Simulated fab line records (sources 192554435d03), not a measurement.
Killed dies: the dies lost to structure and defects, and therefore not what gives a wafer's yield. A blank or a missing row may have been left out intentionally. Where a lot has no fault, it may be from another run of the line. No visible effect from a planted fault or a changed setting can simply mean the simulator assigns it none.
Chamber matching -- flow n5_finfet -- 3 sister chambers for N5_BEOL_M11_PECVD_70 on pecvd-01
The step deposits SiO2 from TEOS/O2, target thk 20 nm, time 22.7 s. 22 wafers are shown with their chamber, then 11 later ones without.

## WAFERS WITH THEIR CHAMBER
wafer,chamber,showerhead_plenum_p_Torr (Torr),throttle_valve_pct (%),heater_power_w (W)
L076.2,2,8.61,21.2,714
L076.4,1,8.94,23.6,897
L076.5,2,8.63,21.2,687
L078.4,1,8.92,23.5,865
L078.5,2,8.60,21.6,663
L078.6,0,8.61,23.0,643
L079.2,0,8.64,22.8,724
L079.3,2,8.61,21.2,757
L079.6,1,8.92,23.6,825
L080.2,1,8.95,23.5,851
L080.3,2,8.61,21.5,703
L080.5,1,8.94,23.4,837
L083.1,2,8.61,21.3,723
L083.3,1,8.91,23.3,734
L083.4,1,8.92,23.6,736
L084.2,0,8.64,23.0,725
L084.5,2,8.63,21.2,764
L084.6,1,8.90,23.6,821
L090.1,2,8.63,21.4,714
L090.2,1,8.92,23.7,805
L090.6,0,8.62,23.0,701
L091.1,0,8.61,23.3,698

SIGNATURES (means of the wafers above)
reading,chamber 0,chamber 1,chamber 2,scatter within a chamber
showerhead_plenum_p_Torr,8.6240,8.9244,8.6163,0.0144
throttle_valve_pct,23.020,23.533,21.325,0.149
heater_power_w,698.20,819.00,715.62,43.6
Rule: a wafer's distance from a chamber is the root of the sum, over the readings, of the square of ((its reading less the chamber's mean) divided by the reading's scatter). The wafer belongs to the nearest chamber; if the next one is less than 2 further off, it can't be placed. How the scatter is found: for the shown wafers, subtract from each reading the mean of its chamber, square and add these, divide the total by (wafers less chambers), then take the root.

## WAFERS MISSING THEIR CHAMBER
wafer,showerhead_plenum_p_Torr (Torr),throttle_valve_pct (%),heater_power_w (W)
L091.2,8.91,23.3,798
L091.3,8.62,21.5,688
L095.2,8.63,21.5,679
L095.3,8.64,22.9,634
L095.5,8.61,21.5,692
L096.2,8.92,23.7,752
L096.5,8.91,23.5,779
L096.6,8.62,21.3,754
L097.4,8.61,23.2,773
L097.5,8.61,21.4,758
L097.6,8.95,23.5,871

## THE CHAMBER EACH PASSED THROUGH
wafer,from the rows above,in truth
L091.2,1,1
L091.3,2,2
L095.2,2,2
L095.3,0,0
L095.5,2,2
L096.2,1,1
L096.5,1,1
L096.6,2,2
L097.4,0,0
L097.5,2,2
L097.6,1,1
Correctly placed: 11 of 11. Not placeable from these rows: 0. 0 placed wrongly.
